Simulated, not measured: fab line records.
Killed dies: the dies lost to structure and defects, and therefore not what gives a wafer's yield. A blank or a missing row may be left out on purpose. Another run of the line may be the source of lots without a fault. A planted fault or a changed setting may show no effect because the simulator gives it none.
Struck lot and sound lot, side by side ; flow n5_finfet ; 14 out of 1938 route steps
Sound: wafers L569.1, L569.4, L569.6. Wafers L578.1, L578.4, L578.6 were the ones struck. The cause is named last.
At each step with rows: each side's tool, then ch and its chambers, then its first start. Under that, the readings that differ: sound wafers ; struck wafers ; difference of the means ; sigmas: that difference in standard deviations of wafers without a fault.
alike: same words and numbers on both sides, and readings whose means sit less than 2 such deviations apart. not compared: any withheld reading, any reading some wafer has no value for, any bound like >300 that may hide the same value, and any number with overlapping values for which the record gives no deviation.
Wherever a step has rows on one side only, a row that says differs or no value, or a row with sigmas, the two part there. Numbers that don't overlap but have no deviation are shown without sigmas and don't part them. A reading that every wafer of one side lacks parts them only if that side has two wafers or more.

N5_BEOL_M12_ETCH_59: etches BARC in N2/H2, target depth 89 nm, overetch 26.7 nm, time 67.9 s.
  sound on rie_diel-03 ch 1,2, day 11 11:26; struck on rie_diel-02 ch 0,1,2, day 14 03:44
  alike: chamber_pressure_mTorr, drypump_motor_current_A, oes_product_au, rf_vpp_V, showerhead_plenum_p_Torr, throttle_valve_pct
  not compared: rf_hours_counter_h
N5_BEOL_M12_VIA_ETCH_16: etches SiOC in C4F8/O2/Ar, target depth 724.8 nm.
  sound on rie_diel-03 ch 1,2, day 11 11:29; struck on rie_diel-02 ch 0,1,2, day 14 03:48
  alike: chamber_pressure_mTorr, drypump_motor_current_A, oes_product_au, rf_vpp_V, showerhead_plenum_p_Torr, throttle_valve_pct
N5_BEOL_M12_STRIP_63: strips in N2/H2.
  sound on plasma_asher-01 ch 0,1, day 11 11:41; struck on plasma_asher-01 ch 0,1, day 14 04:04
  alike: chamber_pressure_mTorr, drypump_motor_current_A, heater_power_w, oes_product_au, strip_time_to_endpoint_s
  not compared: rf_hours_counter_h
N5_BEOL_M12_STRIP_64: strips in N2/H2.
  sound on plasma_asher-01 ch 0,1, day 11 11:45; struck on plasma_asher-01 ch 0,1, day 14 04:08
reading;sound;struck;difference;sigmas
strip_time_to_endpoint_s (s);31.22 31.19 31.13;31.41 31.27 31.35;+0.16;+2
  alike: drypump_motor_current_A, heater_power_w, oes_product_au
  not compared: rf_hours_counter_h
then, 2 steps without rows for these wafers: N5_BEOL_M12_STRIP_71 (strips in post etch residue remover, time 60 s); N5_BEOL_M12_SRD_72 (time 30 s, dry time 30 s).
N5_BEOL_M12_CD_MEAS_17: the cd target is 140 nm.
  sound: cd_sem-03 at day 11 11:54; struck: cd_sem-01 at day 14 04:16
  alike: cd_nm
then, 5 steps without rows for these wafers: N5_BEOL_M12_COAT_65 (time 60 s, resist thk 300 nm); N5_BEOL_M12_COAT_66 (time 60 s, resist thk 110 nm); N5_BEOL_M12_COAT_22 (resist thk 300 nm); N5_BEOL_M12_EBR_24; N5_BEOL_M12_SOFTBAKE_23 (time 60 s).
N5_BEOL_M12_EXPOSE_25: exposes mask M12.
  sound on krf_scanner-01 ch 0, day 11 12:11; struck on krf_scanner-02, day 14 04:33
  no value came back on the struck wafers for exposure_dose_mJ_cm2, focus_offset_nm (nm); on the sound wafers exposure_dose_mJ_cm2 reads 21.747 21.772 21.751
  alike: mask
then, 1 step without rows for these wafers: N5_BEOL_M12_PEB_26 (peb time 90 s).

## WHERE THEY PART
At N5_BEOL_M12_STRIP_64 first; at N5_BEOL_M12_EXPOSE_25 last (within this record only).

WHY: what the simulator had put in
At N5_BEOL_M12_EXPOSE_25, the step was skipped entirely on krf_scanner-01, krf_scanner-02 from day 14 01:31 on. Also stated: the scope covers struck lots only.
